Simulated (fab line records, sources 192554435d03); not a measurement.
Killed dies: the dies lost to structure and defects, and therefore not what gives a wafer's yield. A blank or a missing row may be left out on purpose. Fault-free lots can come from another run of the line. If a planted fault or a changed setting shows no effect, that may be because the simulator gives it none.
Matching of chambers :: flow n5 finfet :: rie diel-01 running N5_BEOL_M5_STRIP_36: 4 sister chambers
The step strips in N2/H2. 8 wafers are shown with their chamber, then 7 later ones without.

## WAFERS, EACH WITH ITS CHAMBER
wafer: L078.5
chamber: 0
throttle valve pct (%): 23.61
drypump motor current A (A): 5.3

wafer: L082.1
chamber: 2
throttle valve pct (%): 23.95
drypump motor current A (A): 5.5

wafer: L082.5
chamber: 1
throttle valve pct (%): 22.77
drypump motor current A (A): 6.0

wafer: L084.1
chamber: 0
throttle valve pct (%): 23.61
drypump motor current A (A): 5.3

wafer: L084.2
chamber: 3
throttle valve pct (%): 23.34
drypump motor current A (A): 5.7

wafer: L084.3
chamber: 2
throttle valve pct (%): 23.92
drypump motor current A (A): 5.4

wafer: L090.1
chamber: 1
throttle valve pct (%): 22.76
drypump motor current A (A): 6.0

wafer: L090.3
chamber: 3
throttle valve pct (%): 23.37
drypump motor current A (A): 5.7

## WAFERS WHOSE CHAMBER IS MISSING
wafer: L090.4
throttle valve pct (%): 23.67
drypump motor current A (A): 5.4

wafer: L094.3
throttle valve pct (%): 22.83
drypump motor current A (A): 6.0

wafer: L094.4
throttle valve pct (%): 23.63
drypump motor current A (A): 5.3

wafer: L094.5
throttle valve pct (%): 23.34
drypump motor current A (A): 5.7

wafer: L095.1
throttle valve pct (%): 23.97
drypump motor current A (A): 5.4

wafer: L095.2
throttle valve pct (%): 23.63
drypump motor current A (A): 5.3

wafer: L095.6
throttle valve pct (%): 23.60
drypump motor current A (A): 5.3

## WHICH CHAMBER EACH WENT THROUGH
wafer: L090.4
from the rows above: 0
in truth: 0

wafer: L094.3
from the rows above: 1
in truth: 1

wafer: L094.4
from the rows above: 0
in truth: 0

wafer: L094.5
from the rows above: 3
in truth: 3

wafer: L095.1
from the rows above: 2
in truth: 2

wafer: L095.2
from the rows above: 0
in truth: 0

wafer: L095.6
from the rows above: 0
in truth: 0
Correct placement for 7 of the 7. Number that these rows cannot place: 0. Number placed wrongly: 0.
How it was worked out, from the rows above alone: a wafer's distance from a chamber is the root of the sum, over the readings, of the square of ((its reading less the chamber's mean) divided by the reading's scatter). The wafer belongs to the nearest chamber; if the next one is less than 2 further off, it can't be placed. Each chamber's mean is taken over the wafers shown for it. The scatter is the square root of a quotient: the sum, over the shown wafers, of each reading's squared deviation from its chamber's mean, divided by wafers minus chambers.
